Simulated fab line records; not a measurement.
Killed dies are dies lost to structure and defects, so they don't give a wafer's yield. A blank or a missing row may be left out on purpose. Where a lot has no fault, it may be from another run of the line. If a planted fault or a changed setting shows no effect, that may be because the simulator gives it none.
Lot-split experiment ; flow n5_finfet ; 7 lots, 21 wafers read, on a route of 1938 steps

== ON THE SPLIT ==
At N5_BEOL_M0_SAQP_SPACER1_ALD_98 (deposits SiO2, target thk 12.8 nm, pulse time 1 s, purge time 2 s), the setting ald_cycles was moved away from the recipe's 138 on 8 of the 21 wafers read, by -7.2% to +13.0%. All remaining wafers had this setting at the recipe value.

== FROM THE SPLIT TO THE READING: what the file shows between them, 2 steps ==
- N5_BEOL_M0_SAQP_SPACER1_ETCHBACK_99: etches SiO2 in CHF3/O2, target depth 15.4 nm, time 7.7 s
- N5_BEOL_M0_SAQP_MANDREL1_REMOVE_100: chemistry HBr/Cl2/O2, target a-Si, stops on SiNx, bt time 10 s

== THE READING ==
cd_nm, in nm, at N5_BEOL_M0_SAQP_CD_MEAS_25 (target cd 13.1 nm). A value of 12.74 nm with a standard deviation of 0.22 nm is what fault-free wafers of this fab line usually give.

wafer;tool, chamber at the split;ald_cycles as run;against the recipe;cd_nm, nm;against lot-mates on the recipe
L076.3;ald_sin-01, 1;153;+10.9%;14.19;+1.81
L076.4;ald_sin-01, 3;153;+10.9%;14.13;+1.75
L076.6;ald_sin-01, 0;138;recipe;12.38;-
L078.1;ald_sin-04, 0;138;recipe;12.57;-
L078.2;ald_sin-04, 3;138;recipe;12.82;-
L078.5;ald_sin-04, 0;138;recipe;12.84;-
L079.1;ald_sin-03, 0;156;+13.0%;14.48;+2.03
L079.2;ald_sin-03, 1;138;recipe;12.51;-
L079.5;ald_sin-03, 1;138;recipe;12.39;-
L081.1;ald_sin-01, 0,1;128;-7.2%;11.53;-1.18
L081.2;ald_sin-01, 3;138;recipe;12.71;-
L081.4;ald_sin-01, 0,1;128;-7.2%;12.08;-0.63
L082.2;ald_sin-03, 1,3;138;recipe;12.69;-
L082.3;ald_sin-03, 3;150;+8.7%;13.78;+0.97
L082.5;ald_sin-03, 1,3;138;recipe;12.92;-
L084.2;ald_sin-01, 1,2,2;138;recipe;12.79;-
L084.3;ald_sin-01, 1,2,2;138;recipe;12.22;-
L084.5;ald_sin-01, 1,2,2;138;recipe;12.32;-
L095.2;ald_sin-03, 0,2;149;+8.0%;13.76;+0.89
L095.3;ald_sin-03, 0,2;149;+8.0%;13.72;+0.85
L095.5;ald_sin-03, 0;138;recipe;12.87;-
The file does not say which wafer passed through which chamber wherever a row lists several chambers: such a row stands for several wafers.

THE FIT
A straight line over all 21 wafers: cd_nm changes by +0.135 nm for each +1% of ald_cycles; r = +0.96; the points scatter about the line by 0.21 nm.
The same after taking each lot's own level away (the mean of its wafers on the recipe; 21 wafers): +0.14 nm for each +1%; r = +0.97; scatter 0.2 nm.
Per that fit: largest ald_cycles move, reading shift of 1.8 nm.
Across the lots, their own levels run from 12.380 to 12.870 nm, a range of 2.2 times the standard deviation given above.
The two slopes agree, so the slope changes little with the lot-to-lot level.
Check: with one of the wafers moved furthest among these (+13.0%) left out of the fit, the line predicts +1.78 nm for it against its lot-mates. Against them it came out at +2.03 nm.

== OTHER SPLITS ON THESE WAFERS ==
Before the reading, these wafers also passed through other splits. Each is held against what the fit with the lots' levels taken away leaves over:
other split on the same wafers;wafers away from the commonest value;r with cd_nm (lot level and that fit taken away)
N5_GATE_CUT_ETCH_36 cf4_flow_sccm;4;-0.37
N5_MOL_CONTACT_COAG_SPUTTER_130 power_w;6;-0.39
N5_MOL_CONTACT_COAG_COAT_64 spin_rpm;4;-0.22

== THE WHOLE CHAIN: every reading that the file lists as answering this split, in the file's order ==
step;what it does;reading;change (the file's fit);r (the file's)
N5_BEOL_M0_SAQP_SPACER1_ALD_98;deposits SiO2, target thk 12.8 nm, pulse time 1 s, purge time 2 s;SiO2_of_BEOL_M0_SAQP_SPACER1_ALD_98.thk_nm (the simulator's own value, which no gauge read);+0.123 nm for each +1% of the setting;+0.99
N5_BEOL_M0_SAQP_MANDREL1_REMOVE_100;chemistry HBr/Cl2/O2, target a-Si, stops on SiNx, bt time 10 s;BEOL_M0_SAQP.cd_nm (the simulator's own value, which no gauge read);+0.131 nm for each +1% of the setting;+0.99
N5_BEOL_M0_SAQP_MANDREL1_REMOVE_100;chemistry HBr/Cl2/O2, target a-Si, stops on SiNx, bt time 10 s;SiO2_of_BEOL_M0_SAQP_SPACER1_ALD_98.thk_nm (the simulator's own value, which no gauge read);+0.126 nm for each +1% of the setting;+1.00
N5_BEOL_M0_SAQP_CD_MEAS_25;target cd 13.1 nm;cd_nm;+0.141 nm for each +1% of the setting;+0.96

== THE FILE'S OWN FIT ==
cd_nm changes by +0.141 nm for each +1% of ald_cycles, r = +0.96.
